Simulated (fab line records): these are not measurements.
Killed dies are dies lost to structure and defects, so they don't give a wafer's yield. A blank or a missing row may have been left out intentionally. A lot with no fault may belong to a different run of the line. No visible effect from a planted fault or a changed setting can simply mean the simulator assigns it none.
fab line records	flow n5-finfet	part 2 of 2: steps 5 to 6 of 6
record lots=20	wafers=60	last-day=18
route steps=1938 shown SDB@368 HKMG_FIN@454 GATE_CUT@475
lots with no fault: from the same line, run without faults
start-h: hours from the record's opening day to when the first of the lot's shown wafers began	wait-h: hours since the lot's step before	" as in the row above	L1.1+2: a single row standing in for several wafers	- no value, or no start given	* or withheld: withheld	< > ~ a bound
route shown NAME@n: NAME is a module with steps in the file, n the number in the route of the first one	usual: mean/standard deviation of fault-free wafers	same: alike in all rows	chamber/n: place in a boat	sites: per-site readings	_std_site: the values' standard deviation	_edge_site: inner sites' mean taken away from outer sites' mean	radius-mm: how far each site lies from the wafer's centre	mask NAME#n: copy n	behind: the tool/chamber that last shaped the wafer	hold: why the lot was held/for how many hours/how that ended	device: which transistor (n, p or np) failed to switch	end of line: tests run on the same wafers once the route is complete	step lacking rows: just its recipe	killed: dies lost to structure and defects at the first sort, not the wafer's yield	map: the dies of a wafer, with x for killed, . for not killed, _ for no die there
set.NAME: the run value of the setting; set.NAME@STEP: its run value at that earlier step	model.NAME: the simulator's own value behind a step, which no gauge read
steps of the route over a sample of lots; a table a step, a row a wafer
services: a tool's chamber out of use, with start hour (start-h, from the record's first day; less than 0 if before it), hours out, and reason
## steps
# step N5_GATE_CUT_STRIP_42
# recipe chemistry=O2	power-w=400	temp-c=40	pressure-mtorr=30	rf-frequency-hz=6e+07	bias-power-w=0	overash-fraction=0.3	o2-flow-sccm=225
# usual drypump-motor-current-A=5.6/0.37	oes-product-au=0.79/0.082	rf-vpp-V=3.6/0.44	showerhead-plenum-p-Torr=2.10/0.075	throttle-valve-pct=16.54/0.29
lot.wafer	tool	chamber	start-h	wait-h	drypump-motor-current-A	oes-product-au	rf-hours-counter-h	rf-vpp-V	showerhead-plenum-p-Torr	throttle-valve-pct
L074.1	rie-diel-01	0	88.10	0.0	5.2	0.75	147	4.8	2.16	16.59
L074.2	"	3	"	"	6.2	0.95	20	4.2	2.05	16.30
L074.3	"	1	"	"	5.8	0.74	166	3.9	2.09	16.50
L075.3	rie-diel-01	3	94.52	0.0	6.2	0.94	22	4.1	2.05	16.30
L075.4	"	2	"	"	6.1	0.72	193	3.5	2.01	16.86
L075.6	"	0	"	"	5.2	0.73	-	3.4	2.16	16.59
L076.3	rie-diel-06	2	101.35	0.0	5.2	0.74	184	3.3	2.07	16.85
L076.4	"	0	"	"	5.8	0.95	13	4.1	2.05	16.59
L076.6	"	2	"	"	5.2	0.72	-	3.7	2.07	16.85
L077.3	rie-diel-01	3	105.10	0.0	6.2	0.94	25	3.8	2.05	16.32
L077.4	"	0	"	"	5.2	0.74	152	3.6	2.16	16.60
L077.6	"	2	"	"	6.1	0.73	-	3.6	2.01	16.86
L078.2	rie-diel-06	3	110.10	0.0	5.3	0.87	42	3.2	2.22	16.60
L078.4	"	2	"	"	5.2	0.73	-	4.3	2.07	16.85
L078.5	"	0	"	"	5.8	0.95	-	3.8	2.05	16.58
L079.3	rie-diel-06	0	117.80	0.0	5.8	0.94	18	3.3	2.05	16.60
L079.4	"	3	"	"	5.3	0.86	-	3.1	2.22	16.61
L079.6	"	0	"	"	5.8	0.94	-	3.1	2.05	16.61
L081.1	rie-diel-03	2	131.20	0.0	5.2	0.77	151	3.4	1.99	16.21
L081.2	"	0	"	"	5.2	0.87	50	3.1	2.23	16.29
L081.5	"	2	"	"	5.2	0.77	-	3.2	2.00	16.21
L082.1	rie-diel-01	2	136.94	0.0	6.1	0.70	204	4.5	2.01	16.89
L082.4	"	0	"	"	5.2	0.72	162	3.9	2.16	16.61
L082.5	"	1	"	"	5.9	0.71	-	4.1	2.09	16.52
L085.2	rie-diel-01	2	158.82	0.0	6.1	0.71	211	3.6	2.01	16.89
L085.4	"	1	"	"	5.8	0.71	188	3.7	2.08	16.54
L085.6	"	0	"	"	5.2	0.72	-	3.9	2.16	16.64
L086.1	rie-diel-06	3	161.89	0.0	5.3	0.86	58	3.1	2.22	16.61
L086.2	"	2	"	"	5.2	0.72	202	4.0	2.07	16.88
L086.4	"	0	"	"	5.8	0.92	33	4.0	2.05	16.61
L087.1	rie-diel-06	1	166.20	0.0	5.9	0.88	37	3.0	2.11	16.03
L087.2	"	2	"	"	5.2	0.72	203	2.9	2.06	16.89
L087.6	"	1	"	"	5.9	0.88	-	3.6	2.11	16.04
L088.2	rie-diel-06	0	170.18	0.0	5.7	0.91	35	4.0	2.05	16.62
L088.5	"	2	"	"	5.2	0.72	-	3.7	2.06	16.90
L088.6	"	1	"	"	5.9	0.88	-	3.2	2.11	16.04
L089.3	rie-diel-03	0	176.79	0.0	5.2	0.84	65	4.1	2.23	16.31
L089.4	"	1	"	"	6.0	0.81	83	4.7	2.20	16.19
L089.5	"	1	"	"	6.0	0.81	-	4.5	2.20	16.18
L090.2	rie-diel-03	2	178.49	0.0	5.2	0.74	165	3.2	1.99	16.23
L090.3	"	0	"	"	5.3	0.83	65	3.4	2.23	16.32
L090.4	"	3	"	"	5.9	0.69	239	3.8	2.15	17.07
L091.1	rie-diel-01	2	187.76	0.0	6.1	0.69	220	3.8	2.01	16.90
L091.3	"	1	"	"	5.8	0.71	196	4.6	2.08	16.54
L091.4	"	0	"	"	5.2	0.71	177	3.3	2.15	16.67
L092.2	rie-diel-03	2	196.93	0.0	5.2	0.75	171	3.3	1.99	16.26
L092.5	"	3	"	"	5.9	0.69	-	3.0	2.15	17.06
L092.6	"	2	"	"	5.2	0.76	-	4.3	1.99	16.25
L093.1	rie-diel-06	3	198.06	0.0	5.3	0.83	68	3.2	2.21	16.63
L093.2	"	1	"	"	5.9	0.85	47	3.4	2.11	16.06
L093.3	"	0	"	"	5.8	0.90	42	4.0	2.04	16.65
L094.4	rie-diel-06	3	205.04	0.0	5.3	0.82	70	3.4	2.21	16.65
L094.5	"	3	"	"	5.3	0.82	-	3.7	2.21	16.65
L094.6	"	0	"	"	5.8	0.89	-	4.0	2.04	16.64
L096.1	rie-diel-01	0	213.55	0.0	5.2	0.70	183	3.1	2.15	16.67
L096.2	"	2	"	"	6.1	0.69	228	3.5	2.00	16.92
L096.4	"	1	"	"	5.8	0.70	203	3.8	2.08	16.55
L097.4	rie-diel-06	3	223.02	0.0	5.3	0.82	76	4.2	2.21	16.67
L097.5	"	3	"	"	5.3	0.83	-	3.2	2.21	16.67
L097.6	"	2	"	"	5.2	0.70	-	3.9	2.06	16.91
# step N5_GATE_CUT_CUT_ETCH_53
# recipe chemistry=SF6/Cl2	target=W	mask-material=SiO2	target-depth-a=792	pressure-mtorr=8	icp-w=900	bias-w=80	SF6_flow_sccm=40	Cl2_flow_sccm=60	ends=cleared
# usual drypump-motor-current-A=5.8/0.4	etch-rf-on-time-s=26.5/0.49	oes-product-au=0.67/0.11	throttle-valve-pct=29.07/0.24
lot.wafer	tool	chamber	start-h	wait-h	drypump-motor-current-A	etch-rf-on-time-s	oes-product-au	rf-hours-counter-h	throttle-valve-pct
L074.1	rie-metal-01	1	89.55	1.4	6.0	27.3	0.61	83	29.23
L074.2	"	0	"	"	4.9	26.4	0.58	112	29.20
L074.3	"	0	"	"	4.9	26.4	0.57	-	29.22
L075.3	rie-metal-02	1	94.69	0.1	5.5	26.6	0.65	-	29.08
L075.4	"	0	"	"	6.1	25.9	0.91	-	28.79
L075.6	"	0	"	"	6.1	25.5	0.92	-	28.80
L076.3	rie-metal-03	1	101.52	0.1	6.0	26.5	0.57	-	28.80
L076.4	"	0	"	"	6.1	26.2	0.77	-	29.42
L076.6	"	1	"	"	6.0	26.6	0.56	-	28.78
L077.3	rie-metal-02	0	105.26	0.1	6.1	25.6	0.89	-	28.79
L077.4	"	1	"	"	5.5	26.7	0.64	-	29.08
L077.6	"	0	"	"	6.1	25.6	0.90	-	28.80
L078.2	rie-metal-03	0	110.25	0.1	6.1	26.0	0.77	19	29.44
L078.4	"	0	"	"	6.0	26.1	0.76	-	29.43
L078.5	"	1	"	"	6.0	26.5	0.56	-	28.79
L079.3	rie-metal-02	1	117.97	0.1	5.5	26.8	0.64	-	29.09
L079.4	"	0	"	"	6.1	25.8	0.88	-	28.80
L079.6	"	1	"	"	5.5	26.8	0.63	-	29.09
L081.1	rie-metal-01	1	131.35	0.1	6.0	27.1	0.61	87	29.25
L081.2	"	0	"	"	4.9	26.2	0.57	116	29.21
L081.5	"	1	"	"	6.0	27.3	0.61	-	29.22
L082.1	rie-metal-01	1	137.09	0.1	6.0	27.4	0.61	88	29.25
L082.4	"	0	"	"	4.9	26.6	0.57	-	29.22
L082.5	"	1	"	"	6.0	27.5	0.60	-	29.24
L085.2	rie-metal-01	0	158.99	0.1	4.9	26.5	0.56	-	29.24
L085.4	"	0	"	"	4.9	26.2	0.56	-	29.21
L085.6	"	0	"	"	4.9	26.3	0.57	-	29.23
L086.1	rie-metal-03	0	162.08	0.1	6.0	25.8	0.77	23	29.44
L086.2	"	1	"	"	6.0	26.3	0.56	117	28.81
L086.4	"	1	"	"	6.0	26.3	0.56	-	28.79
L087.1	rie-metal-02	0	166.34	0.1	6.1	26.2	0.84	7	28.81
L087.2	"	1	"	"	5.5	27.0	0.62	84	29.07
L087.6	"	0	"	"	6.1	26.1	0.84	-	28.80
L088.2	rie-metal-03	1	170.33	0.1	6.0	26.6	0.56	118	28.81
L088.5	"	1	"	"	6.0	26.5	0.56	-	28.81
L088.6	"	0	"	"	6.0	26.2	0.75	-	29.45
L089.3	rie-metal-01	1	176.98	0.1	6.0	27.0	0.61	-	29.25
L089.4	"	1	"	"	5.9	27.1	0.61	-	29.24
L089.5	"	1	"	"	6.0	27.5	0.61	-	29.22
L090.2	rie-metal-02	0	178.64	0.1	6.1	26.1	0.83	9	28.81
L090.3	"	0	"	"	6.1	26.1	0.83	-	28.80
L090.4	"	1	"	"	5.6	26.8	0.63	-	29.11
L091.1	rie-metal-01	0	187.91	0.1	4.9	26.6	0.56	122	29.23
L091.3	"	0	"	"	4.9	26.7	0.55	-	29.24
L091.4	"	1	"	"	6.0	27.3	0.60	-	29.24
L092.2	rie-metal-03	1	197.08	0.1	6.0	26.5	0.56	120	28.80
L092.5	"	0	"	"	6.0	26.0	0.74	-	29.44
L092.6	"	1	"	"	6.0	26.5	0.56	-	28.80
L093.1	rie-metal-02	1	198.21	0.1	5.5	27.2	0.61	87	29.08
L093.2	"	0	"	"	6.1	26.2	0.83	11	28.81
L093.3	"	0	"	"	6.1	26.2	0.82	-	28.81
L094.4	rie-metal-02	1	205.21	0.1	5.5	26.8	0.61	-	29.10
L094.5	"	1	"	"	5.5	26.8	0.61	-	29.10
L094.6	"	0	"	"	6.1	25.9	0.83	-	28.82
L096.1	rie-metal-03	1	213.70	0.1	6.0	26.7	0.55	122	28.80
L096.2	"	0	"	"	6.0	26.2	0.75	27	29.45
L096.4	"	1	"	"	6.0	26.7	0.55	-	28.81
L097.4	rie-metal-03	1	223.19	0.1	6.0	26.5	0.56	-	28.80
L097.5	"	0	"	"	6.0	25.6	0.74	-	29.45
L097.6	"	1	"	"	6.0	26.7	0.55	-	28.82
## services
tool	chamber	start-h	hours	kind
rie-diel-02	-	63.38	14.6	pm
cmp-01	-	79.84	2.9	repair
rie-diel-06	-	82.95	0.9	repair
pecvd-03	0	93.93	3.9	repair
rie-diel-06	3	95.68	2.3	repair
rie-diel-04	-	99.96	4.3	pm
rie-diel-06	1	108.93	13.4	repair
rie-diel-02	-	110.97	2.8	pm
cmp-01	-	118.20	5.5	pm
cmp-01	-	124.34	0.6	repair
rie-metal-01	1	141.20	28.3	repair
rie-diel-04	3	144.48	1.3	repair
cmp-01	-	144.90	0.5	repair
pecvd-01	1	151.00	6.7	repair
cmp-01	-	159.29	16.0	pm
rie-diel-04	1	165.57	6.6	repair
rie-metal-01	0	167.21	9.9	repair
rie-diel-02	1	169.13	2.1	repair
cmp-01	-	183.14	2.1	repair
rie-diel-06	0	191.26	3.2	repair
rie-diel-06	1	206.40	12.2	repair
pecvd-01	2	209.43	19.8	repair
rie-diel-04	-	212.45	14.6	pm
rie-diel-06	-	215.37	0.3	repair
